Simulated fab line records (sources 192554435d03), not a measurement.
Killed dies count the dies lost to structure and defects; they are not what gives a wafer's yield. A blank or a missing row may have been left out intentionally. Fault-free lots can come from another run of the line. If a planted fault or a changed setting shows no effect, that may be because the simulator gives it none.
A single fault, viewed from 3 desks || flow n5Finfet || each desk has only its own numbers; what lay behind them comes last

THE DEFECT DESK
What the inspections along the route counted, lot by lot: means of the sampled wafers that have a number. The brackets show how far a lot's mean lies from the usual mean; more than 4 standard deviations puts the lot out of limits, marked OUT.
Columns: A = rawDefectCount at N5_BEOL_M8_INSPECT_30, usual 412
{"lot": "L205", "first seen here": "day 11 01:22", "A": 412}
{"lot": "L211", "first seen here": "day 12 17:14", "A": 292}
{"lot": "L214", "first seen here": "day 13 23:43", "A": 552}
{"lot": "L216", "first seen here": "day 14 03:44", "A": 375}
{"lot": "L221", "first seen here": "day 15 07:54", "A": 381}
{"lot": "L220", "first seen here": "day 15 10:32", "A": 328}
Finding of this desk: none of the 6 lots has anything out of limits.

FOR THE TOOL OWNER'S DESK: rieDiel-03
The tool's own readings at N5_BEOL_M8_ETCH_41 (etches SiCN in CH3F/O2, target depth 31.9 nm, time 57.8 s): means of the sampled wafers that have a number, for each lot that ran on this tool. The brackets show how far a lot's mean lies from the usual mean; more than 4 standard deviations puts the lot out of limits, marked OUT.
Columns: A = biasW at N5_BEOL_M8_ETCH_41, usual 74.99 W; B = drypumpMotorCurrentA at N5_BEOL_M8_ETCH_41, usual 6.0 A; C = mfcArSccm at N5_BEOL_M8_ETCH_41, usual 150.0 sccm; D = oesProductAu at N5_BEOL_M8_ETCH_41, usual 0.80 a.u.; E = rfVppV at N5_BEOL_M8_ETCH_41, usual 297.3 V; F = showerheadPlenumPTorr at N5_BEOL_M8_ETCH_41, usual 2.00 Torr; G = throttleValvePct at N5_BEOL_M8_ETCH_41, usual 16.24 %
{"lot": "L205", "first seen here": "day 11 01:42", "A": 75.01, "B": 5.6, "C": 149.7, "D": 0.75, "E": 296.8, "F": 2.00, "G": 16.58}
{"lot": "L211", "first seen here": "day 12 17:34", "A": 75.20, "B": 6.0, "C": 150.2, "D": 0.83, "E": 296.2, "F": 1.99, "G": 16.34}
{"lot": "L214", "first seen here": "day 14 00:03", "A": 74.93, "B": 5.4, "C": 150.2, "D": 0.81, "E": 296.8, "F": 1.98, "G": 16.52}
{"lot": "L216", "first seen here": "day 14 04:05", "A": 74.77, "B": 5.5, "C": 150.0, "D": 0.89, "E": 296.4, "F": 1.96, "G": 16.44}
Finding of this desk: none of the 4 lots has anything out of limits.

AT THE METROLOGY DESK
What the gauges read, lot by lot, whatever tool the lot ran on: means of the sampled wafers that have a number. The brackets show how far a lot's mean lies from the usual mean; more than 4 standard deviations puts the lot out of limits, marked OUT.
Columns: A = V7_OVL at N5_BEOL_M8_OVL_MEAS_29, usual -0.2 nm
{"lot": "L205", "first seen here": "day 11 01:18", "A": -0.2}
{"lot": "L211", "first seen here": "day 12 17:11", "A": -0.2}
{"lot": "L214", "first seen here": "day 13 23:40", "A": -0.1}
{"lot": "L216", "first seen here": "day 14 03:41", "A": 0.3}
{"lot": "L221", "first seen here": "day 15 07:52", "A": 0.3}
{"lot": "L220", "first seen here": "day 15 10:29", "A": 0.2}
Finding of this desk: none of the 6 lots has anything out of limits.

ALL TOGETHER
Nothing out of limits was seen by the defect desk.
Nothing out of limits was seen by the tool owner's desk.
At the metrology desk, nothing out of limits was observed.

WHAT THE SIMULATOR HAD PUT IN
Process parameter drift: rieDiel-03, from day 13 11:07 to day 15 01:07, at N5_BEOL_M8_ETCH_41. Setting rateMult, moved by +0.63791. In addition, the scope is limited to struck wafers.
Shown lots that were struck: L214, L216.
